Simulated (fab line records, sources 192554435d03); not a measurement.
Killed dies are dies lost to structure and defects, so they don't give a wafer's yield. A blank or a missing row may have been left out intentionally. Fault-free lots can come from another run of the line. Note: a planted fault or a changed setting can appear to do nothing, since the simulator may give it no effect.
Code-filled problem report in 8D (eight disciplines) form	flow n5-finfet	the parts of the form that need people (team, actions taken, sign-off) are left out

== 1. WHAT WENT WRONG ==
heater-power-total-W at N5_BEOL_M1_COAT_76 reads a mean of 553.3 W on 6 wafers of 2 lots; wafers without a fault read 391.7 W with a standard deviation of 1.2. That is +99 or more standard deviations from the usual mean.
The step: time 60 s, resist thk 5 nm.
First observed at day 10 08:10: wafer L908.1, on litho-track-02. Wafers with a number at this step in the record: 12, from 4 lots. The rule behind "out" and "out of limits": a value lying over 4 standard deviations away from the usual mean. All remaining wafers that have a number are taken as sound.

== 2. WHAT THIS IS AND IS NOT ==
question	is	is not
which readings at this step	heater-power-total-W, run-length-s	-
which lots	L908, L909	L893, L903
which wafers of those lots	all that have a number	-
read on which tools	litho-track-02	-
when	from day 10 08:10	up to then (6 sound wafers)

== 3. THE SUSPECTS, EACH WITH WHAT RULES IT OUT ==
Counting: a tool stays on the suspect list if, at a process step up to the reading, it processed all lots that are out and no sound lot following the first of them.
- litho-track-02 at N5_BEOL_M1_COAT_76 (time 60 s, resist thk 5 nm): kept. It processed each lot that is out, first L908 at day 10 08:10, and no sound lot thereafter; up to then, the last sound lot it processed was L903 at day 9 03:28. Out on those wafers are its own readings of heater-power-total-W, run-length-s.
Remaining after the count: litho-track-02 at N5_BEOL_M1_COAT_76.

== 4. THE CAUSE (what the simulator had put in) ==
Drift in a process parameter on litho-track-02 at N5_BEOL_M1_COAT_76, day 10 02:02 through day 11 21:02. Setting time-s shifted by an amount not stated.
Only this tool survived the counting.

== 5. THE CHAIN OF EFFECTS, in route order ==
One row per reading whose mean, taken over the struck wafers that have a number, lies over 3 standard deviations from the usual. Scope: only readings with a usual standard deviation given in the record; hours: median across lots of the time from each lot's start at the first step in this table that gives one to its start at this step; sigmas: change in usual standard deviations.
hours	step	reading	usual	on struck wafers	change	sigmas
0	N5_BEOL_M1_COAT_76	heater-power-total-W	391.7 W	553.3	+161.6	+99 or more
0	N5_BEOL_M1_COAT_76	run-length-s	66.07 s	40.28	-25.79	-99 or more
Its process steps:
- N5_BEOL_M1_COAT_76: time 60 s, resist thk 5 nm.
At these later measuring or inspecting steps, every struck wafer for which the step has a row has a number for every such reading, and none has moved that far: N5_BEOL_M4_RC_MEAS_101.

== 6. HOW IT WOULD HAVE BEEN CAUGHT EARLIER ==
First out-of-limits reading in this record: day 10 08:10, which is 6 hours after fault onset at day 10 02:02.
